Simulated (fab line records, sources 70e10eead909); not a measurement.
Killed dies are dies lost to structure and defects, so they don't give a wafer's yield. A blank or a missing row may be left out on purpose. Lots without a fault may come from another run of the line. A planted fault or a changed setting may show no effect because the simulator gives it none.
Which tool did it? | flow nand_harc | 6 lots, 18 wafers sampled, at 4 steps of a route of 1302

WHAT THE GAUGES READ, wafer by wafer
NHARC_END_SORT_01.
lot  | measured     | on        | sort_bin_3_pct (%)
L890 | day 26 11:27 | prober-02 | 0.6 0.4 1.3
L896 | day 28 06:58 | prober-02 | 0.6 0.3 0.9
L899 | day 30 07:48 | prober-01 | 4.6 1.9 1.0

WHICH TOOL RAN EACH LOT (tool, then ch and the chambers of the sampled wafers, then the start)
lot  | NHARC_P_M1_ETCH_28                 | NHARC_THIN_TSV_ETCH_44             | NHARC_THIN_TSV_PRE_CLEAN_50
L887 | rie_diel-12 ch 0,2,3, day 6 19:01  | rie_diel-02 ch 0,2,3, day 24 06:20 | pvd_sputter-02, no start
L890 | rie_diel-01 ch 0,2, day 8 07:25    | rie_diel-12 ch 0,1,3, day 25 18:02 | pvd_sputter-02, day 26 11:27 or earlier
L893 | rie_diel-12 ch 0,2,3, day 9 14:12  | rie_diel-12 ch 1,2,3, day 27 08:24 | pvd_sputter-02, no start
L896 | rie_diel-12 ch 0,2,3, day 10 09:56 | rie_diel-02 ch 0,1,3, day 27 18:09 | pvd_sputter-03, day 28 06:58 or earlier
L899 | rie_diel-01 ch 1,3, day 12 08:23   | rie_diel-12 ch 2,3, day 29 16:40   | pvd_sputter-01, day 30 07:48 or earlier
L908 | rie_diel-12 ch 0,1,2, day 15 13:08 | rie_diel-02 ch 0,1, day 33 10:20   | pvd_sputter-02, no start
- NHARC_P_M1_ETCH_28: etches the open film in CF4/N2, target depth 30 nm, time 72.99 s.
- NHARC_THIN_TSV_ETCH_44: etches the open film in CF4/O2, target depth 1594.2 nm, time 797.1 s.
- NHARC_THIN_TSV_PRE_CLEAN_50: time 30 s.

THE ANSWER, worked out from the rows above alone
Rule: what is usual is taken from the lots themselves. Put in order of their means at a reading, lots are off if they are a third of the lots or fewer, leave a main group of 4 or more, and stand apart from it by a gap of 3 or more times the standard deviation of the main group's means; of several such gaps the widest counts. A main group whose means are all the same, to the digits that the tables above print for the reading, isn't used. A lot without any number at a reading at which 4 lots or more have one is off too. The other lots that the step has rows for count as sound.
No lot is off at any reading shown: from this, nothing can be told.

WHAT THE SIMULATOR HAD PUT IN
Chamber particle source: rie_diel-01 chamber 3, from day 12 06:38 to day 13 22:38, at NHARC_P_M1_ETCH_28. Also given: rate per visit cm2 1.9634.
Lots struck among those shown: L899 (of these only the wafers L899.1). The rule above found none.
